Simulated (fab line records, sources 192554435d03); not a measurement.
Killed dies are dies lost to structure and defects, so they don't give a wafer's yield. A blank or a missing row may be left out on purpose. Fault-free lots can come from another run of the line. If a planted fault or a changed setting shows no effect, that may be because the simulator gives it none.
Commonality check across tools + flow n5-finfet + 8 lots, 24 wafers sampled

## REASON FOR OPENING
At N5_BEOL_M0_SAQP_INSPECT_42 the reading raw-defect-count is flagged on 2 of 8 lots. Wafers without a fault read 263, standard deviation 68.
Rule: a lot is flagged when every wafer of it that has a number lies more than 4 standard deviations from that mean, or none has a number. All remaining lots are regarded as sound.

| lot  | measured     | on                | raw-defect-count, wafer by wafer | flag    |
|------|--------------|-------------------|----------------------------------|---------|
| L657 | day 5 17:53  | defect-inspect-02 | 246 158 256                      |         |
| L661 | day 6 15:23  | defect-inspect-01 | 323 420 232                      |         |
| L663 | day 7 08:43  | defect-inspect-01 | 176 143 211                      |         |
| L664 | day 7 12:33  | defect-inspect-01 | 1587 1576 1471                   | FLAGGED |
| L665 | day 7 15:41  | defect-inspect-02 | 1372 1507 1488                   | FLAGGED |
| L669 | day 8 18:43  | defect-inspect-01 | 272 299 181                      |         |
| L676 | day 10 09:50 | defect-inspect-01 | 231 332 265                      |         |
| L677 | day 10 13:47 | defect-inspect-01 | 307 222 350                      |         |
Average over the flagged lots: 1500; offset from the usual +1237, equal to +18 standard deviations.

## WHICH TOOL EACH LOT WENT THROUGH
Before the reading, the record contains 2 process steps out of a 1938-step route. Every cell lists first the tool, next ch and the chambers used by the sampled wafers, and last the start.
| lot  | flag    | N5_BEOL_M0_SAQP_ETCH_102        | N5_BEOL_M0_SAQP_RECESS_109         |
|------|---------|---------------------------------|------------------------------------|
| L657 |         | rie-si-04 ch 1,2,3, day 5 15:45 | vapor-etch-02 ch 0,1, day 5 16:29  |
| L661 |         | rie-si-04 ch 1,2, day 6 13:23   | vapor-etch-01 ch 0,1, day 6 14:06  |
| L663 |         | rie-si-04 ch 0,1,3, day 7 05:58 | vapor-etch-01 ch 0,1, day 7 07:02  |
| L664 | FLAGGED | rie-si-04 ch 0,1, day 7 10:14   | vapor-etch-02 ch 0,1, day 7 11:01  |
| L665 | FLAGGED | rie-si-04 ch 0,1, day 7 13:29   | vapor-etch-01 ch 0,1, day 7 14:14  |
| L669 |         | rie-si-05 ch 1,3, day 8 16:40   | vapor-etch-01 ch 0,1, day 8 17:26  |
| L676 |         | rie-si-02 ch 1,3, day 10 07:41  | vapor-etch-02 ch 1, day 10 08:26   |
| L677 |         | rie-si-05 ch 0,2, day 10 11:45  | vapor-etch-02 ch 0,1, day 10 12:29 |
What the steps here do:
- N5_BEOL_M0_SAQP_ETCH_102: etches SiO2 in CF4, target depth 4 nm, time 4.4 s.
- N5_BEOL_M0_SAQP_RECESS_109: chemistry HF/NH3, target SiO2, target depth 3 nm, afs cycles 1, sublimation time 60 s.
- N5_BEOL_M0_SAQP_INSPECT_42: inspects for defects (brightfield).

## FLAGGED AGAINST TOTAL, ONE TOOL AT A TIME (gauges that did the reading follow at the end)
| step                       | tool              | lots run | flagged | share of the flagged lots | sound lots run after its first flagged lot |
|----------------------------|-------------------|----------|---------|---------------------------|--------------------------------------------|
| N5_BEOL_M0_SAQP_ETCH_102   | rie-si-02         | 1        | 0       | none                      | -                                          |
| N5_BEOL_M0_SAQP_ETCH_102   | rie-si-04         | 5        | 2       | all                       | 0                                          |
| N5_BEOL_M0_SAQP_ETCH_102   | rie-si-05         | 2        | 0       | none                      | -                                          |
| N5_BEOL_M0_SAQP_RECESS_109 | vapor-etch-01     | 4        | 1       | some                      | 1 (L669)                                   |
| N5_BEOL_M0_SAQP_RECESS_109 | vapor-etch-02     | 4        | 1       | some                      | 2 (L676,L677)                              |
| N5_BEOL_M0_SAQP_INSPECT_42 | defect-inspect-01 | 6        | 1       | some                      | 3 (L669,L676,L677)                         |
| N5_BEOL_M0_SAQP_INSPECT_42 | defect-inspect-02 | 2        | 1       | some                      | 0                                          |

## WHAT IS ALLOWED BY THE TABLE
1 row of the table ran every flagged lot: rie-si-04 at N5_BEOL_M0_SAQP_ETCH_102.
- rie-si-04 at N5_BEOL_M0_SAQP_ETCH_102: 2 of its 5 lots flagged. It ran its last sound lot, L663, at day 7 05:58 and its first flagged lot, L664, at day 7 10:14: a fault with its onset between the two fits.
Left over: one tool, rie-si-04 at N5_BEOL_M0_SAQP_ETCH_102.

## WHAT THE SIMULATOR HAD PUT IN
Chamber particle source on rie-si-04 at N5_BEOL_M0_SAQP_ETCH_102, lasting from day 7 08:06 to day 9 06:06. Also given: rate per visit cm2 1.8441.
Struck lots among those shown: L664, L665. The rule above found the same.
